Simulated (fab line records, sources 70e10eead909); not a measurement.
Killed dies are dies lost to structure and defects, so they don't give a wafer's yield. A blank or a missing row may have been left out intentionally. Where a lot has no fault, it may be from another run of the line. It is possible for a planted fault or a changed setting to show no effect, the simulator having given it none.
The tool behind it: which one? + flow nandHarc + Sampling: 12 lots, 35 wafers, 5 of 1302 route steps

== WHAT THE GAUGES READ, wafer by wafer ==
NHARC_HYBRID_BOND_OVL_MEAS_05. Usual: overlayXNm -3 nm, standard deviation 31; overlayYNm -2 nm, standard deviation 35.
| lot  | measured     | on         | overlayXNm (nm) | overlayYNm (nm) | flag |
|------|--------------|------------|-----------------|-----------------|------|
| L564 | day 24 01:40 | overlay-02 | 14 42 18        | -10 37 -7       |      |
| L568 | day 24 19:10 | overlay-01 | 8 -42 -12       | -44 47 24       |      |
| L570 | day 25 08:43 | overlay-01 | -110 -49        | -29 -57         |      |
| L579 | day 29 08:32 | overlay-01 | -16 6 8         | -8 33 27        |      |
| L580 | day 29 08:32 | overlay-02 | 42 -65 -73      | 36 1 60         |      |
| L577 | day 29 08:32 | overlay-02 | -11 -16 -26     | 0 32 -31        |      |
| L583 | day 31 03:21 | overlay-02 | -51 0 -41       | -15 13 11       |      |
| L582 | day 31 03:21 | overlay-01 | -9 -10 -11      | -25 -63 77      |      |
| L581 | day 31 15:06 | overlay-02 | -36 31 -62      | -47 7 -13       |      |
| L586 | day 32 09:20 | overlay-02 | -36 -4 35       | -46 44 6        |      |
| L585 | day 32 09:20 | overlay-02 | 12 -3 -6        | 22 -32 6        |      |
| L587 | day 33 01:49 | overlay-01 | 18 -12 40       | 30 -39 14       |      |

NHARC_THIN_TSV_CD_MEAS_37. Usual: cdNm 5000.3 nm, standard deviation 2.1.
| lot  | measured     | on       | cdNm (nm)            | flag |
|------|--------------|----------|----------------------|------|
| L564 | day 24 11:38 | cdSem-01 | 5000.4 5001.0 5002.8 |      |
| L568 | day 25 06:28 | cdSem-03 | 5000.1 4999.1 4999.2 |      |
| L570 | day 25 18:53 | cdSem-03 | 5002.8 5002.4        |      |
| L579 | day 29 19:55 | cdSem-03 | 4997.6 5001.9 4999.9 |      |
| L580 | day 29 18:58 | cdSem-01 | 4997.4 4999.7 4998.4 |      |
| L577 | day 29 21:14 | cdSem-01 | 4998.4 4997.7 4997.0 |      |
| L583 | day 31 13:34 | cdSem-02 | 5002.1 5004.7 5003.1 |      |
| L582 | day 31 14:55 | cdSem-03 | 4997.9 5001.6 5000.2 |      |
| L581 | day 32 01:54 | cdSem-01 | 4997.5 5001.2 4999.9 |      |
| L586 | day 32 20:49 | cdSem-01 | 4999.8 5000.0 4999.8 |      |
| L585 | day 32 21:48 | cdSem-01 | 5000.7 5001.2 4997.0 |      |
| L587 | day 33 11:56 | cdSem-02 | 5001.9 5001.4 5002.1 |      |

NHARC_END_SORT_01. Usual: defectLimitedYield 91.4 %, standard deviation 2.4; killedAtArray 54, standard deviation 16; killedAtOther 0.6, standard deviation 0.86; killedAtPeriphery 3.8, standard deviation 2.6; killedDies 58, standard deviation 16; killedOpen 3.3, standard deviation 1.8; killedShort 2.7, standard deviation 1.7; sort_bin_2_pct 3.1 %, standard deviation 1.1; sort_bin_3_pct 0.7 %, standard deviation 0.39; sort_bin_4_pct 4.8 %, standard deviation 1.3; sortNPass 619, standard deviation 16; sortRimYieldPct 89 %, standard deviation 6; sortYieldPct 91.4 %, standard deviation 2.4.
| lot  | measured     | on        | defectLimitedYield (%) | killedAtArray | killedAtOther | killedAtPeriphery | killedDies | killedOpen | killedShort | sort_bin_2_pct (%) | sort_bin_3_pct (%) | sort_bin_4_pct (%) | sortNPass   | sortRimYieldPct (%) | sortYieldPct (%) | flag |
|------|--------------|-----------|------------------------|---------------|---------------|-------------------|------------|------------|-------------|--------------------|--------------------|--------------------|-------------|---------------------|------------------|------|
| L570 | day 26 02:28 | prober-02 | 0 87.1                 | 75 84         | 598 0         | 4 3               | 677 87     | 4 3        | 6 4         | 93.2 5.5           | 0.6 1.0            | 6.2 6.4            | 0 590       | 0 97                | 0 87.1           | OFF  |
| L577 | day 30 13:27 | prober-02 | 91.4 92.2 91.7         | 54 52 53      | 0 0 0         | 4 1 3             | 58 53 56   | 4 2 6      | 5 3 4       | 2.4 3.2 2.5        | 0.7 0.1 0.7        | 5.5 4.4 5.0        | 619 624 621 | 90 93 96            | 91.4 92.2 91.7   |      |

== WHAT TOOL EACH LOT RAN ON (gives the tool, then ch and the chambers of the sampled wafers, and finally the start) ==
| lot  | NHARC_A_BONDPAD_ETCH_24                      | NHARC_THIN_TSV_ECD_20         |
|------|----------------------------------------------|-------------------------------|
| L564 | rieDiel-13 ch 0,2,3, day 24 01:40 or earlier | ecdCu-02 ch 0,1, day 24 07:31 |
| L568 | rieDiel-13 ch 0,2, day 24 19:10 or earlier   | ecdCu-01 ch 0,1, day 25 02:28 |
| L570 | rieDiel-03 ch 0,2, day 25 08:43 or earlier   | ecdCu-01 ch 0,1, day 25 14:46 |
| L579 | rieDiel-13 ch 0,3, day 29 08:32 or earlier   | ecdCu-02 ch 0,1, day 29 15:58 |
| L580 | rieDiel-09 ch 0,2,3, day 29 08:32 or earlier | ecdCu-01 ch 0,1, day 29 14:40 |
| L577 | rieDiel-03 ch 0,1,2, day 29 08:32 or earlier | ecdCu-02 ch 0, day 29 17:05   |
| L583 | rieDiel-03 ch 1,2,3, day 31 03:21 or earlier | ecdCu-01 ch 0,1, day 31 09:27 |
| L582 | rieDiel-03 ch 1,2,3, day 31 03:21 or earlier | ecdCu-02 ch 0,1, day 31 10:41 |
| L581 | rieDiel-03 ch 0,1,2, day 31 15:06 or earlier | ecdCu-01 ch 0,1, day 31 21:31 |
| L586 | rieDiel-03 ch 1,2, day 32 09:20 or earlier   | ecdCu-01 ch 0,1, day 32 16:53 |
| L585 | rieDiel-03 ch 0,1,2, day 32 09:20 or earlier | ecdCu-01 ch 0,1, day 32 17:46 |
| L587 | rieDiel-13 ch 0,1, day 33 01:49 or earlier   | ecdCu-01 ch 0, day 33 07:51   |
- NHARC_A_BONDPAD_ETCH_24: etches the open film in CF4/N2, target depth 30 nm, time 72.99 s.
- NHARC_THIN_TSV_ECD_20: material Cu, target thk 2000 nm.

== AS READ BY THE TOOLS THEMSELVES (means over the sampled wafers that have a number; for cases with no such wafer, the mark the record gives instead) ==
NHARC_A_BONDPAD_ETCH_24. Usual: biasW 99.99 W, standard deviation 0.3; drypumpMotorCurrentA 5.75 A, standard deviation 0.27; oesProductAu 0.997 a.u., standard deviation 0.0063; rfVppV 315.1 V, standard deviation 1.7; showerheadPlenumPTorr 2.68 Torr, standard deviation 0.089; throttleValvePct 19.794 %, standard deviation 0.0093.
| lot  | tool       | biasW (W) | drypumpMotorCurrentA (A) | oesProductAu (a.u.) | rfVppV (V) | showerheadPlenumPTorr (Torr) | throttleValvePct (%) | flag |
|------|------------|-----------|--------------------------|---------------------|------------|------------------------------|----------------------|------|
| L564 | rieDiel-13 | 99.92     | 5.76                     | 0.990               | 314.4      | 2.63                         | 19.791               |      |
| L568 | rieDiel-13 | 99.98     | 5.83                     | 0.993               | 312.4      | 2.55                         | 19.782               |      |
| L570 | rieDiel-03 | 99.94     | 5.60                     | 1.000               | 315.6      | 2.78                         | 19.800               |      |
| L579 | rieDiel-13 | 100.14    | 5.69                     | 0.994               | 315.8      | 2.71                         | 19.793               |      |
| L580 | rieDiel-09 | 99.93     | 5.58                     | 1.003               | 314.5      | 2.61                         | 19.792               |      |
| L577 | rieDiel-03 | 100.25    | 5.83                     | 0.992               | 315.5      | 2.74                         | 19.785               |      |
| L583 | rieDiel-03 | 99.84     | 5.93                     | 0.994               | 316.0      | 2.70                         | 19.789               |      |
| L582 | rieDiel-03 | 100.11    | 5.90                     | 1.003               | 315.4      | 2.70                         | 19.793               |      |
| L581 | rieDiel-03 | 99.93     | 5.82                     | 0.999               | 316.0      | 2.74                         | 19.790               |      |
| L586 | rieDiel-03 | 99.75     | 5.90                     | 0.988               | 315.9      | 2.72                         | 19.784               |      |
| L585 | rieDiel-03 | 99.76     | 5.80                     | 0.997               | 315.6      | 2.74                         | 19.793               |      |
| L587 | rieDiel-13 | 100.02    | 5.50                     | 0.998               | 312.9      | 2.58                         | 19.798               |      |

== THE ANSWER, worked out from the rows above alone ==
Rule: take the mean of a lot's wafers that have a number; if it is more than 3 standard deviations from the usual mean, the lot is off. Also off: a lot with no number at a reading for which 4 or more lots have one. The other lots that the step has rows for count as sound. After the gauges, taken in route order, come the tools' own readings; for these a lot's mean is taken, as printed above. The first step at which some lot is off is used, and at that step the reading that is off furthest; a lot without a number counts as furthest.
Off: L570, at NHARC_END_SORT_01 (killedAtOther). Neither off nor sound, because the step has no rows for them: L564, L568, L579, L580, L583, L582, L581, L586, L585, L587.
If a tool, at a process step before that reading, ran all the lots that are off and no sound lot after the first of them, it fits. Gauges at NHARC_END_SORT_01: tried the same way as those tools. NHARC_A_BONDPAD_ETCH_24 gives no start for some lots, so the hours and the order of its lots are those of NHARC_HYBRID_BOND_OVL_MEAS_05. One candidate fits, namely ecdCu-01 at NHARC_THIN_TSV_ECD_20. It ran no sound lot before its first lot that is off in this sample, so the start can't be narrowed down.

== WHAT HAD BEEN PUT IN BY THE SIMULATOR ==
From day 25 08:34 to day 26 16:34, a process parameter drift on ecdCu-01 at NHARC_THIN_TSV_ECD_20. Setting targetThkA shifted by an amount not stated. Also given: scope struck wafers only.
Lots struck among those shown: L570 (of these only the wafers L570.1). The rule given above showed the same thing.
